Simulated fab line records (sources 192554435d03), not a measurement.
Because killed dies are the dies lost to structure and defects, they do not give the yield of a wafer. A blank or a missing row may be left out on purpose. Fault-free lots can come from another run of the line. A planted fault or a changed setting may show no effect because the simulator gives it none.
Chamber matching -- flow n5-finfet -- rie-diel-02 running N5_SDB_DESCUM_16: 4 sister chambers
The step chemistry O2, time 7.9 s. 4 wafers are shown with their chamber, then 7 later ones without.

## WAFERS, EACH WITH ITS CHAMBER
wafer,chamber,showerhead-plenum-p-Torr (Torr)
L085.2,2,2.14
L085.4,1,2.06
L086.2,0,2.00
L086.3,3,2.04

## WAFERS WITHOUT THEIR CHAMBER
wafer,showerhead-plenum-p-Torr (Torr)
L086.6,2.04
L088.3,2.05
L088.4,2.05
L088.6,2.03
L089.1,2.05
L089.2,2.00
L089.3,2.03

## THE CHAMBER EACH PASSED THROUGH
wafer,from the rows above,in truth
L086.6,3,3
L088.3,can't be placed: 3 or 1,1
L088.4,can't be placed: 3 or 1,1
L088.6,3,3
L089.1,can't be placed: 3 or 1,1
L089.2,0,0
L089.3,3,3
Correctly placed: 4 of 7. Can't be placed from these rows: 3 (the true chamber is among the candidates in 3). 0 placed wrongly.
How it was worked out, from the rows above alone: a wafer's distance from a chamber is the root of the sum, over the readings, of the square of ((its reading less the chamber's mean) divided by the reading's scatter). The wafer belongs to the nearest chamber; if the next one is less than 2 further off, it can't be placed. A chamber's mean is the mean of its shown wafers. The scatter: with one shown wafer a chamber, the root of the mean of the squares of how far each hidden wafer lies from its nearest shown one.
